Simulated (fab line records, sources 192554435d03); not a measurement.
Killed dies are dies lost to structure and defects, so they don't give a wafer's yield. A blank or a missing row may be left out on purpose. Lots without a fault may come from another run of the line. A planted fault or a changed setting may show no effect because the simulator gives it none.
fab line records | flow n5_finfet
record lots=7 wafers=21
route steps=1938 shown BEOL_M6@1239 BEOL_M7@1305 BEOL_M8@1362
start_h: hours from the record's first day to the start of the lot's first wafer shown | wait_h: hours since the lot's step before | " the same as in the row above | L1.1+2: a row that stands for several wafers | - no value, or no start given | * or withheld: withheld | < > ~ a bound
route shown NAME@n: a module of which the file shows steps, and the number in the route of the first | usual: mean/standard deviation of fault-free wafers | same: alike in all rows | chamber/n: place in a boat | sites: the reading at each site | _std_site: their standard deviation | _edge_site: outer sites' mean less inner sites' | radius_mm: how far each site lies from the wafer's centre | mask NAME#n: copy n | behind: the tool/chamber that last shaped the wafer | hold: why the lot was held/for how many hours/how that ended | device: the transistor (n, p or np) that didn't switch | end of line: the same wafers' tests at the end of the route | a step without rows: its recipe alone | killed: dies lost to structure and defects at the first sort, not the wafer's yield | map: a wafer's dies, x killed, . not, _ none there
set.NAME: the setting as run; set.NAME@STEP: as run at that earlier step | model.NAME: the simulator's own value behind a step, which no gauge read
lots whose settings were changed on purpose; a table a step, a row a wafer
## steps
# step N5_BEOL_M6_TRENCH_ETCH_37
# recipe chemistry=C4F6/O2 target_depth_a=944.35 target=SiCOH_lowk time_s=31.5 ion_energy_ev=250 pressure_mtorr=30 source_w=345 bias_w=185 Ar_flow_sccm=300 C4F6_flow_sccm=10 O2_flow_sccm=10
# columns lot.wafer tool chamber start_h wait_h set.time_s model.BEOL_M6.feature_depth_nm model.etch.depth_nm
L076.1 rie_diel-02 2 - - 36.36 107.4 107.4
L076.2 " 1 " " 36.36 108.8 108.8
L076.5 " 2 " " 31.5 91.6 91.66
L077.4 rie_diel-05 2 - - 31.5 94.2 94.15
L077.5 " 2 " " 34.6 103.2 103.1
L077.6 " 3 " " 34.6 101 100.9
L082.1 rie_diel-05 2 - - 34.14 102 101.9
L082.2 " 0 " " 34.14 103.4 103.4
L082.5 " 2 " " 34.14 101.2 101.3
L084.2 rie_diel-02 3 - - 31.5 93.4 93.33
L084.5 " 0 " " 31.5 93.4 93.48
L084.6 " 3 " " 31.5 93.4 93.38
L089.1 rie_diel-06 2 - - 37.05 109.6 109.6
L089.4 " 3 " " 31.5 95.6 95.55
L089.6 " 3 " " 31.5 95.8 95.74
L093.2 rie_diel-06 1 - - 33.36 102.6 102.6
L093.4 " 0 " " 33.36 99.8 99.72
L093.5 " 3 " " 31.5 95.6 95.66
L094.1 rie_diel-06 2 - - 31.5 93 92.95
L094.2 " 0 " " 35.78 105.6 105.6
L094.4 " 1 " " 35.78 108 108.1
# step N5_BEOL_M6_ETCH_41
# recipe chemistry=CH3F/O2 target=SiCN target_depth_a=297 taper_deg=2 time_s=52 ion_energy_ev=120 mask_material=TiN pressure_mtorr=30 source_w=395 bias_w=75 Ar_flow_sccm=150 CH3F_flow_sccm=30 O2_flow_sccm=20
# step N5_BEOL_M6_STRIP_80
# recipe chemistry=N2/H2 time_s=10 power_w=450 temp_c=40 pressure_mtorr=20 rf_frequency_hz=6e+07 bias_power_w=7 n2_flow_sccm=200 h2_flow_sccm=200
# step N5_BEOL_M6_OCD_MEAS_38
# usual trench_depth_nm=93.9/1.5
# columns lot.wafer tool chamber start_h wait_h set.time_s@BEOL_M6_TRENCH_ETCH_37 trench_depth_nm
L076.1 ocd-01 - 200.61 - 36.36 107.1
L076.2 " - " " 36.36 108.8
L076.5 " - " " 31.5 91.9
L077.4 ocd-01 - 219.06 - 31.5 94.3
L077.5 " - " " 34.6 103.3
L077.6 " - " " 34.6 101.0
L082.1 ocd-02 - 242.96 - 34.14 101.7
L082.2 " - " " 34.14 103.5
L082.5 " - " " 34.14 101.7
L084.2 ocd-02 - 261.13 - 31.5 92.9
L084.5 " - " " 31.5 93.3
L084.6 " - " " 31.5 93.1
L089.1 ocd-01 - 292.30 - 37.05 109.9
L089.4 " - " " 31.5 95.2
L089.6 " - " " 31.5 96.0
L093.2 ocd-01 - 305.55 - 33.36 102.7
L093.4 " - " " 33.36 100.1
L093.5 " - " " 31.5 95.8
L094.1 ocd-01 - 306.26 - 31.5 92.7
L094.2 " - " " 35.78 105.5
L094.4 " - " " 35.78 108.0
# step N5_BEOL_M6_HM_STRIP_39
# recipe chemistry=peroxide_tin_strip material=TiN target_depth_a=250 temp_c=50 time_s=158
# step N5_BEOL_M6_SRD_40
# recipe time_s=30 temp_c=23 rinse_liquid=diw dry=ipa_marangoni
# step N5_BEOL_M6_ECD_50
# recipe material=Cu target_thk_a=3000
# step N5_BEOL_M6_ANNEAL_51
# recipe temp_c=225 time_s=90 ambient=N2
# step N5_BEOL_M6_CMP_52
# recipe stop_on=SiCOH_lowk t_overpolish_s=6.9 down_force_psi=1 platen_rpm=50 clearing_platen_down_force_psi=1.5 clearing_platen_rpm=50 post_cmp_clean=cu_alkaline target_thk_nm=80 clearing_platen_pad_velocity_m_s=0.99484 pad_velocity_m_s=0.99484
# columns lot.wafer tool chamber start_h wait_h set.time_s@BEOL_M6_TRENCH_ETCH_37 model.Cu_of_BEOL_M6_ECD_50.thk_nm
L076.2 cmp-02 3 203.35 0.2 36.36 94.8
L076.1 " 0 " " 36.36 92
L076.5 " 0 " " 31.5 77.8
L077.4 cmp-03 1 220.70 0.2 31.5 80.8
L077.5 " 0 " " 34.6 89
L077.6 " 1 " " 34.6 87.2
L082.1 cmp-03 3 244.87 0.3 34.14 89.2
L082.2 " 2 " " 34.14 91.8
L082.5 " 3 " " 34.14 88.6
L084.2 cmp-03 3 263.21 0.3 31.5 78.2
L084.6 " 1 " " 31.5 81
L084.5 " 2 " " 31.5 82.2
L089.1 cmp-01 0 294.38 0.3 37.05 95.8
L089.4 " 1 " " 31.5 82.6
L089.6 " 3 " " 31.5 80.6
L093.4 cmp-01 1 307.39 0.2 33.36 85.4
L093.2 " 2 " " 33.36 88.2
L093.5 " 3 " " 31.5 80.6
L094.2 cmp-02 0 308.76 0.2 35.78 88.6
L094.1 " 2 " " 31.5 77
L094.4 " 3 " " 35.78 93
# step N5_BEOL_M6_THK_MEAS_53
# recipe thk_meas_gauge=xrf reads=Cu_of_BEOL_M6_ECD_50
# usual M6_THK=78.3/1.9
# columns lot.wafer tool chamber start_h wait_h set.time_s@BEOL_M6_TRENCH_ETCH_37 M6_THK[nm]
L076.1 film_metro-01 - 203.64 - 36.36 90.8
L076.2 " - " " 36.36 93.5
L076.5 " - " " 31.5 77.0
L077.4 film_metro-01 - 220.96 - 31.5 80.0
L077.5 " - " " 34.6 87.9
L077.6 " - " " 34.6 86.3
L082.1 film_metro-02 - 245.17 - 34.14 87.3
L082.2 " - " " 34.14 89.2
L082.5 " - " " 34.14 86.6
L084.2 film_metro-01 - 263.43 - 31.5 76.7
L084.5 " - " " 31.5 80.5
L084.6 " - " " 31.5 79.6
L089.1 film_metro-02 - 294.63 - 37.05 93.7
L089.4 " - " " 31.5 80.7
L089.6 " - " " 31.5 79.2
L093.2 film_metro-02 - 307.61 - 33.36 86.6
L093.4 " - " " 33.36 83.5
L093.5 " - " " 31.5 79.1
L094.1 film_metro-01 - 309.05 - 31.5 75.0
L094.2 " - " " 35.78 86.2
L094.4 " - " " 35.78 90.6
# step N5_BEOL_M6_PRE_CLEAN_55
# recipe gas=NH3 time_s=15 temp_c=withheld rf_power_w=300
# step N5_BEOL_M6_DEP_56
# recipe material=SiCN target_thk_a=100 temp_c=withheld precursor=3MS/NH3 pressure_torr=3 rf_w=202 time_s=17.5
# step N5_BEOL_M6_RS_MEAS_57
# recipe thk_meas_gauge=four-point-probe reads=Cu_of_BEOL_M6_ECD_50+Co_of_BEOL_M6_CVD_78+TaN_of_BEOL_M6_ALD_77
# usual M6_RS=0.288/0.0082
# columns lot.wafer tool chamber start_h wait_h set.time_s@BEOL_M6_TRENCH_ETCH_37 M6_RS[ohm/sq]
L076.1 film_metro-01 - 203.85 0.1 36.36 0.243
L076.2 " - " " 36.36 0.235
L076.5 " - " " 31.5 0.296
L077.4 film_metro-02 - 221.12 0.1 31.5 0.282
L077.5 " - " " 34.6 0.253
L077.6 " - " " 34.6 0.259
L082.1 film_metro-02 - 245.30 0.1 34.14 0.252
L082.2 " - " " 34.14 0.244
L082.5 " - " " 34.14 0.254
L084.2 film_metro-01 - 263.56 0.1 31.5 0.293
L084.5 " - " " 31.5 0.277
L084.6 " - " " 31.5 0.282
L089.1 film_metro-02 - 294.77 0.1 37.05 0.232
L089.4 " - " " 31.5 0.276
L089.6 " - " " 31.5 0.284
L093.2 film_metro-02 - 307.74 0.1 33.36 0.255
L093.4 " - " " 33.36 0.265
L093.5 " - " " 31.5 0.284
L094.1 film_metro-02 - 309.18 0.1 31.5 0.299
L094.2 " - " " 35.78 0.254
L094.4 " - " " 35.78 0.241
# step N5_BEOL_M7_VIA_ETCH_34
# recipe chemistry=C4F6/O2 target=SiCOH_lowk target_depth_a=1255 mask_material=SOC taper_deg=4 time_s=50.5 ion_energy_ev=250 pressure_mtorr=30 source_w=345 bias_w=185 Ar_flow_sccm=300 C4F6_flow_sccm=10 O2_flow_sccm=10
# usual rf_vpp_V=667/7.7
# columns lot.wafer tool chamber start_h wait_h set.source_w rf_vpp_V
L076.1 rie_diel-04 0 209.73 0.0 316.8 688
L076.2 " 1 " " 316.8 698
L076.5 " 3 " " 345 657
L077.4 rie_diel-04 3 227.12 0.0 345 657
L077.5 " 3 " " 345 657
L077.6 " 0 " " 345 659
L082.1 rie_diel-03 1 251.55 0.0 345 676
L082.2 " 3 " " 345 677
L082.5 " 2 " " 345 664
L084.2 rie_diel-01 0 268.81 0.0 345 658
L084.5 " 0 " " 345 655
L084.6 " 1 " " 345 668
L089.1 rie_diel-01 3 298.75 0.0 393.6 633
L089.4 " 2 " " 393.6 622
L089.6 " 2 " " 345 663
L093.2 rie_diel-04 0 313.37 0.0 345 658
L093.4 " 0 " " 324.3 680
L093.5 " 1 " " 345 668
L094.1 rie_diel-01 0 315.30 0.0 380.7 622
L094.2 " 2 " " 345 662
L094.4 " 1 " " 380.7 636
# step N5_BEOL_M7_ETCH_41
# recipe chemistry=CH3F/O2 target=SiCN target_depth_a=319 taper_deg=2 time_s=57.8 ion_energy_ev=120 mask_material=TiN pressure_mtorr=30 source_w=395 bias_w=75 Ar_flow_sccm=150 CH3F_flow_sccm=30 O2_flow_sccm=20
# usual rf_vpp_V=297.6/1.9
# columns lot.wafer tool chamber start_h wait_h set.source_w rf_vpp_V
L076.1 rie_diel-04 0 - - 355.3 310.3
L076.2 " 1 " " 395 298.8
L076.5 " 3 " " 355.3 307.0
L077.4 rie_diel-04 3 - - 395 294.6
L077.5 " 3 " " 395 294.5
L077.6 " 0 " " 395 298.4
L082.1 rie_diel-03 1 - - 357.8 309.4
L082.2 " 3 " " 357.8 309.0
L082.5 " 2 " " 395 296.8
L084.2 rie_diel-01 0 - - 395 300.9
L084.5 " 0 " " 395 298.9
L084.6 " 1 " " 395 297.0
L089.1 rie_diel-01 3 - - 427.3 287.0
L089.4 " 2 " " 395 295.4
L089.6 " 2 " " 427.3 289.0
L093.2 rie_diel-04 0 - - 395 298.5
L093.4 " 0 " " 395 296.9
L093.5 " 1 " " 395 298.0
L094.1 rie_diel-01 0 - - 342.9 314.7
L094.2 " 2 " " 342.9 310.2
L094.4 " 1 " " 342.9 312.5
# step N5_BEOL_M8_EXPOSE_25
# recipe mask_id=V7 na=0.33 source_shape=annular sigma_inner=0.4 sigma_outer=0.8 polarization=unpolarized target_cd_nm=40 dose_mj=42.5
# columns lot.wafer tool chamber start_h wait_h mask set.dose_mj
L076.1+2 euv_scanner-01 0 219.80 - V7#0 42.5
L076.5 " 0 " " V7#0 40.29
L077.4+5+6 euv_scanner-02 0 236.56 - V7#0 42.5
L082.1+2+5 euv_scanner-01 0 257.41 - V7#0 42.5
L084.2+5+6 euv_scanner-02 0 277.82 - V7#0 42.5
L089.1+4 euv_scanner-02 0 305.39 - V7#0 45.65
L089.6 " 0 " " V7#0 42.5
L093.2 euv_scanner-01 0 323.34 - V7#0 44
L093.4+5 " 0 " " V7#0 42.5
L094.1+4 euv_scanner-02 0 324.91 - V7#0 42.5
L094.2 " 0 " " V7#0 45.4
# step N5_BEOL_M8_PEB_26
# recipe peb_temp_c=100 peb_time_s=60 resist=CAR-EUV
# step N5_BEOL_M8_DEVELOP_27
# recipe develop_time_s=30 developer=TMAH resist=CAR-EUV rinse_liquid=surfactant_rinse dry=air_spin dev_temp_c=23
# step N5_BEOL_M8_CD_MEAS_28
# recipe target_cd_nm=40 landing_energy_ev=500 detector=se_inlens
# usual cd_nm=39.98/0.21
# columns lot.wafer tool chamber start_h wait_h set.dose_mj@BEOL_M8_EXPOSE_25 cd_nm
L076.1 cd_sem-03 0 219.93 - 42.5 40.18
L076.2 " 0 " " 42.5 40.18
L076.5 " 0 " " 40.29 38.75
L077.4 cd_sem-03 0 236.68 - 42.5 40.06
L077.5 " 0 " " 42.5 39.46
L077.6 " 0 " " 42.5 40.06
L082.1 cd_sem-01 0 257.54 - 42.5 40.05
L082.2 " 0 " " 42.5 40.08
L082.5 " 0 " " 42.5 40.11
L084.2 cd_sem-01 0 277.95 - 42.5 39.92
L084.5 " 0 " " 42.5 40.54
L084.6 " 0 " " 42.5 40.02
L089.1 cd_sem-03 0 305.52 - 45.65 41.56
L089.4 " 0 " " 45.65 41.42
L089.6 " 0 " " 42.5 39.92
L093.2 cd_sem-03 0 323.46 - 44 40.97
L093.4 " 0 " " 42.5 40.08
L093.5 " 0 " " 42.5 40.32
L094.1 cd_sem-02 0 325.04 - 42.5 39.70
L094.2 " 0 " " 45.4 41.09
L094.4 " 0 " " 42.5 39.96
# step N5_BEOL_M8_DESCUM_33
# recipe chemistry=O2 time_s=7 source_power_w=50 bias_power_w=20 pressure_mtorr=20 rf_frequency_hz=2.712e+07 temp_c=40 resist=CAR-EUV o2_flow_sccm=225
# columns lot.wafer tool chamber start_h wait_h set.dose_mj@BEOL_M8_EXPOSE_25 model.BEOL_M8.cd_nm
L076.1+2 rie_diel-02 2,0 220.11 0.1 42.5 40
L076.5 " 1 " " 40.29 38.8
L077.4+6 rie_diel-06 3,2 236.88 0.1 42.5 40.2
L077.5 " 3 " " 42.5 40
L082.1+5 rie_diel-02 3,1 257.67 0.0 42.5 40
L082.2 " 2 " " 42.5 40.2
L084.2+5+6 rie_diel-05 3,3,2 278.13 0.1 42.5 40
L089.1+4 rie_diel-06 0,3 306.23 0.6 45.65 41.2
L089.6 " 0 " " 42.5 39.8
L093.2 rie_diel-06 0 323.58 0.0 44 41
L093.4 " 2 " " 42.5 40.2
L093.5 " 1 " " 42.5 40
L094.1 rie_diel-02 3 325.45 0.3 42.5 40
L094.2 " 0 " " 45.4 41.2
L094.4 " 2 " " 42.5 39.8
# step N5_BEOL_M8_ETCH_72
# recipe chemistry=N2/H2 target=underlayer target_depth_a=65 mask_material=CAR-EUV time_s=5.2 ion_energy_ev=200 pressure_mtorr=30 source_w=840 bias_w=150 n2_flow_sccm=200 h2_flow_sccm=200 ends=cleared
# step N5_BEOL_M8_ETCH_65
# recipe chemistry=CF4 target=SiARC target_depth_a=156 mask_material=CAR-EUV time_s=26 ion_energy_ev=80 pressure_mtorr=40 source_w=545 bias_w=36 Ar_flow_sccm=100 cf4_flow_sccm=100 ends=cleared
# columns lot.wafer tool chamber start_h wait_h set.dose_mj@BEOL_M8_EXPOSE_25 model.BEOL_M8.cd_nm
L076.1+2 rie_diel-02 2,0 220.16 0.0 42.5 40
L076.5 " 1 " " 40.29 38.8
L077.4 rie_diel-06 3 236.93 0.0 42.5 40.2
L077.5 " 3 " " 42.5 40
L077.6 " 2 " " 42.5 40.4
L082.1 rie_diel-02 3 257.72 0.0 42.5 39.8
L082.2+5 " 2,1 " " 42.5 40
L084.2+5 rie_diel-05 3 278.18 0.0 42.5 40
L084.6 " 2 " " 42.5 39.8
L089.1+4 rie_diel-06 0,3 306.28 0.0 45.65 41.4
L089.6 " 0 " " 42.5 40
L093.2 rie_diel-06 0 323.63 0.0 44 40.8
L093.4 " 2 " " 42.5 40.4
L093.5 " 1 " " 42.5 40
L094.1+4 rie_diel-02 3,2 325.50 0.0 42.5 40
L094.2 " 0 " " 45.4 41.2
# step N5_BEOL_M8_ETCH_66
# recipe chemistry=N2/H2 target=SOC target_depth_a=800 overetch_a=160 mask_material=SiARC temp_c=40 time_s=120 ion_energy_ev=200 pressure_mtorr=30 source_w=840 bias_w=150 n2_flow_sccm=200 h2_flow_sccm=200
# usual rf_vpp_V=524.9/2.6
# columns lot.wafer tool chamber start_h wait_h set.source_w rf_vpp_V
L076.1 rie_diel-02 2 220.19 0.0 840 525.9
L076.2 " 0 " " 956.9 501.2
L076.5 " 1 " " 956.9 503.4
L077.4 rie_diel-06 3 236.96 0.0 840 528.3
L077.5 " 3 " " 694.3 560.0
L077.6 " 2 " " 840 520.2
L082.1 rie_diel-02 3 257.75 0.0 840 523.1
L082.2 " 2 " " 913.9 511.1
L082.5 " 1 " " 913.9 511.9
L084.2 rie_diel-05 3 278.21 0.0 840 525.5
L084.5 " 3 " " 840 527.8
L084.6 " 2 " " 840 527.2
L089.1 rie_diel-06 0 306.31 0.0 840 523.0
L089.4 " 3 " " 727.6 553.1
L089.6 " 0 " " 727.6 548.9
L093.2 rie_diel-06 0 323.66 0.0 840 522.6
L093.4 " 2 " " 758.8 538.8
L093.5 " 1 " " 758.8 545.6
L094.1 rie_diel-02 3 325.53 0.0 840 521.9
L094.2 " 0 " " 731.2 547.6
L094.4 " 2 " " 840 524.9
# step N5_BEOL_M8_STRIP_69
# recipe chemistry=N2/H2 temp_c=40 n2_flow_sccm=200 h2_flow_sccm=200 rf_frequency_hz=6e+07
# step N5_BEOL_M8_STRIP_73
# recipe chemistry=N2/H2 temp_c=40 n2_flow_sccm=200 h2_flow_sccm=200 rf_frequency_hz=6e+07
# step N5_BEOL_M8_VIA_ETCH_34
# recipe chemistry=C4F6/O2 target=SiCOH_lowk target_depth_a=1255 mask_material=SOC taper_deg=4 time_s=50.5 ion_energy_ev=250 pressure_mtorr=30 source_w=345 bias_w=185 Ar_flow_sccm=300 C4F6_flow_sccm=10 O2_flow_sccm=10
# columns lot.wafer tool chamber start_h wait_h set.dose_mj@BEOL_M8_EXPOSE_25 model.BEOL_M8.cd_nm
L076.1 rie_diel-02 2 220.29 0.0 42.5 39.6
L076.2 " 0 " " 42.5 40.4
L076.5 " 1 " " 40.29 39.2
L077.4 rie_diel-06 3 237.06 0.0 42.5 40
L077.5 " 3 " " 42.5 39.6
L077.6 " 2 " " 42.5 39.8
L082.1 rie_diel-02 3 257.85 0.0 42.5 39.8
L082.2+5 " 2,1 " " 42.5 40
L084.2+6 rie_diel-05 3,2 278.31 0.0 42.5 39.8
L084.5 " 3 " " 42.5 40
L089.1 rie_diel-06 0 306.41 0.0 45.65 41.4
L089.4 " 3 " " 45.65 41
L089.6 " 0 " " 42.5 39.6
L093.2 rie_diel-06 0 323.76 0.0 44 40.6
L093.4 " 2 " " 42.5 40
L093.5 " 1 " " 42.5 39.8
L094.1 rie_diel-02 3 325.63 0.0 42.5 40.2
L094.2 " 0 " " 45.4 41.2
L094.4 " 2 " " 42.5 40
## key
split step=N5_BEOL_M6_TRENCH_ETCH_37 setting=time_s stated=31.5 by=wafer
response step=N5_BEOL_M6_TRENCH_ETCH_37 reading=model.BEOL_M6.feature_depth_nm change=+0.923 per=1% r=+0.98
response step=N5_BEOL_M6_TRENCH_ETCH_37 reading=model.etch.depth_nm change=+0.922 per=1% r=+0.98
response step=N5_BEOL_M6_OCD_MEAS_38 reading=trench_depth_nm change=+0.925 per=1% r=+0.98
response step=N5_BEOL_M6_CMP_52 reading=model.Cu_of_BEOL_M6_ECD_50.thk_nm change=+0.91 per=1% r=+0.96
response step=N5_BEOL_M6_THK_MEAS_53 reading=M6_THK change=+0.884 per=1% r=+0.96
response step=N5_BEOL_M6_RS_MEAS_57 reading=M6_RS change=-0.00327 per=1% r=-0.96
split step=N5_BEOL_M7_VIA_ETCH_34 setting=source_w stated=345 by=wafer
response step=N5_BEOL_M7_VIA_ETCH_34 reading=rf_vpp_V change=-3.05 per=1% r=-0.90
split step=N5_BEOL_M7_ETCH_41 setting=source_w stated=395 by=wafer
response step=N5_BEOL_M7_ETCH_41 reading=rf_vpp_V change=-1.08 per=1% r=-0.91
split step=N5_BEOL_M8_EXPOSE_25 setting=dose_mj stated=42.5 by=wafer
response step=N5_BEOL_M8_CD_MEAS_28 reading=cd_nm change=+0.216 per=1% r=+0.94
response step=N5_BEOL_M8_DESCUM_33 reading=model.BEOL_M8.cd_nm change=+0.203 per=1% r=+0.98
response step=N5_BEOL_M8_ETCH_65 reading=model.BEOL_M8.cd_nm change=+0.191 per=1% r=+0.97
response step=N5_BEOL_M8_VIA_ETCH_34 reading=model.BEOL_M8.cd_nm change=+0.184 per=1% r=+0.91
split step=N5_BEOL_M8_ETCH_66 setting=source_w stated=840 by=wafer
response step=N5_BEOL_M8_ETCH_66 reading=rf_vpp_V change=-1.9 per=1% r=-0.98
